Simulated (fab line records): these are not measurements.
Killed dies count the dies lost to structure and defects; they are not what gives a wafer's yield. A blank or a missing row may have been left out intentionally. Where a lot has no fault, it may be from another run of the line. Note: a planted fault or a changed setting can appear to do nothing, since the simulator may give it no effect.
Chamber matching + flow nandHarc + NHARC_A_M1_CMP_23 on cmp-04: 4 sister chambers
The step polishes, t overpolish 20 s, target thk 154.34 nm. 4 wafers are shown with their chamber, then 9 later ones without.

EACH WAFER AND ITS CHAMBER
| wafer  | chamber | motorCurrentA (A) |
|--------|---------|-------------------|
| L088.5 | 2       | 11.7              |
| L093.2 | 3       | 11.6              |
| L093.4 | 0       | 11.5              |
| L093.6 | 1       | 11.5              |

WAFERS WITHOUT THEIR CHAMBER
| wafer  | motorCurrentA (A) |
|--------|-------------------|
| L094.1 | 11.5              |
| L094.5 | 12.1              |
| L094.6 | 11.4              |
| L095.1 | 11.7              |
| L095.4 | 12.1              |
| L095.6 | 11.5              |
| L096.1 | 12.4              |
| L096.5 | 11.9              |
| L096.6 | 12.1              |

WHICH CHAMBER EACH WENT THROUGH
| wafer  | from the rows above               | in truth |
|--------|-----------------------------------|----------|
| L094.1 | can't be placed: 0 or 1 or 3 or 2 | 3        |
| L094.5 | can't be placed: 2 or 3 or 0 or 1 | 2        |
| L094.6 | can't be placed: 0 or 1 or 3 or 2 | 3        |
| L095.1 | can't be placed: 2 or 3 or 0 or 1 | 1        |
| L095.4 | can't be placed: 2 or 3 or 0 or 1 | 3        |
| L095.6 | can't be placed: 0 or 1 or 3 or 2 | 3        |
| L096.1 | can't be placed: 2 or 3 or 0 or 1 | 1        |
| L096.5 | can't be placed: 2 or 3 or 0 or 1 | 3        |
| L096.6 | can't be placed: 2 or 3 or 0 or 1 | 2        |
Placed correctly: 0 of 9. These rows do not allow placing 9 (true chamber among the candidates in 9). Wrongly placed: 0.
How it was worked out, from the rows above alone: a wafer's distance from a chamber is the root of the sum, over the readings, of the square of ((its reading less the chamber's mean) divided by the reading's scatter). The wafer belongs to the nearest chamber; if the next one is less than 2 further off, it can't be placed. A chamber's mean is the mean of its shown wafers. The scatter (one wafer shown for each chamber): square how far every hidden wafer sits from the nearest shown wafer, average those squares and take the square root.
